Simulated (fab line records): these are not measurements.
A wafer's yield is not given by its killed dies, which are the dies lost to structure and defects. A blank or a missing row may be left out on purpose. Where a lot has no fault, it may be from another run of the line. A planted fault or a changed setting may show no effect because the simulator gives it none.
A struck lot beside a sound one | flow nand harc | 14 out of 1302 route steps
Sound: the wafers L997.1, L997.2, L997.4. The struck wafers were L999.2, L999.3, L999.6. The cause is named last.
For every step that has rows: the tool of each side, followed by ch and its chambers, followed by its first start. Under that, the readings that differ: sound wafers | struck wafers | difference of the means | sigmas: that difference in standard deviations of wafers without a fault.
alike: same words and numbers on both sides, and readings whose means sit less than 2 such deviations apart. not compared: any withheld reading, any reading some wafer has no value for, any bound like >300 that may hide the same value, and any number with overlapping values for which the record gives no deviation.
A row with sigmas, a row that says differs or no value, or rows on one side alone: a step with any of these is where the two part. When numbers do not overlap yet have no deviation, they are printed without sigmas and do not part them. Lack of a reading on every wafer of one side parts them only where that side has two or more wafers.

first, 7 steps without rows for these wafers: NHARC_P_ZERO_WELL_COAT_64 (time 65 s); NHARC_P_ZERO_WELL_COAT_05 (resist thk 600 nm); NHARC_P_ZERO_WELL_SOFTBAKE_06 (time 70 s); NHARC_P_ZERO_WELL_EBR_07; NHARC_P_ZERO_WELL_EXPOSE_08 (exposes mask P ZERO, target cd 500 nm); NHARC_P_ZERO_WELL_PEB_09 (peb time 80 s); NHARC_P_ZERO_WELL_DEVELOP_10 (time 50 s).
NHARC_P_ZERO_WELL_CD_MEAS_11: the cd target is 500 nm.
  sound on cd sem-03 ch 0, day 3 03:14; struck on cd sem-02 ch 0, day 3 23:14
  alike: cd nm
then, 1 step without rows for these wafers: NHARC_P_ZERO_WELL_HARDBAKE_12 (time 65 s).
NHARC_P_ZERO_WELL_DESCUM_13: chemistry O2, time 3 s.
  sound on rie diel-12 ch 1,2,3, day 3 03:25; struck on rie diel-12 ch 1,2,3, day 3 23:24
  alike: drypump motor current A, oes product au, rf vpp V, showerhead plenum p Torr, throttle valve pct
  not compared: rf hours counter h
NHARC_P_ZERO_WELL_ETCH_65: etches the open film in N2/H2, target depth 80 nm, overetch 24 nm, time 87.88 s.
  sound on rie diel-12 ch 1,2,3, day 3 03:31; struck on rie diel-12 ch 0,1,2, day 3 23:29
  alike: drypump motor current A, oes product au, rf vpp V, showerhead plenum p Torr, throttle valve pct
  not compared: rf hours counter h
NHARC_P_ZERO_WELL_ETCH_62: etches the open film in CHF3/Ar, target depth 13 nm, time 6.5 s.
  sound on rie diel-12 ch 0,1,3; struck on rie diel-12 ch 2,3
  reading               | sound             | struck            | difference | sigmas
  oes product au (a.u.) | 0.942 0.930 0.936 | 0.986 0.978 0.986 | +0.047     | +2
  alike: drypump motor current A, rf vpp V, showerhead plenum p Torr, throttle valve pct
  not compared: rf hours counter h
NHARC_P_ZERO_WELL_ETCH_63: etches the open film in HBr/Cl2, target depth 120 nm, time 40.1 s.
  sound on rie si-01 ch 0,1,3, day 3 03:40; struck on rie si-01 ch 0,2, day 3 23:38
  reading               | sound             | struck            | difference | sigmas
  oes product au (a.u.) | 1.022 1.003 0.992 | 1.329 1.320 1.319 | +0.317     | +32
  alike: drypump motor current A, throttle valve pct
  not compared: rf hours counter h
then, 1 step without rows for these wafers: NHARC_P_ZERO_WELL_STRIP_15 (strips in SPM, time 900 s).

== WHERE THEY PART ==
At NHARC_P_ZERO_WELL_ETCH_62 first; at NHARC_P_ZERO_WELL_ETCH_63 last (within this record only).

WHY: the cause the simulator had injected
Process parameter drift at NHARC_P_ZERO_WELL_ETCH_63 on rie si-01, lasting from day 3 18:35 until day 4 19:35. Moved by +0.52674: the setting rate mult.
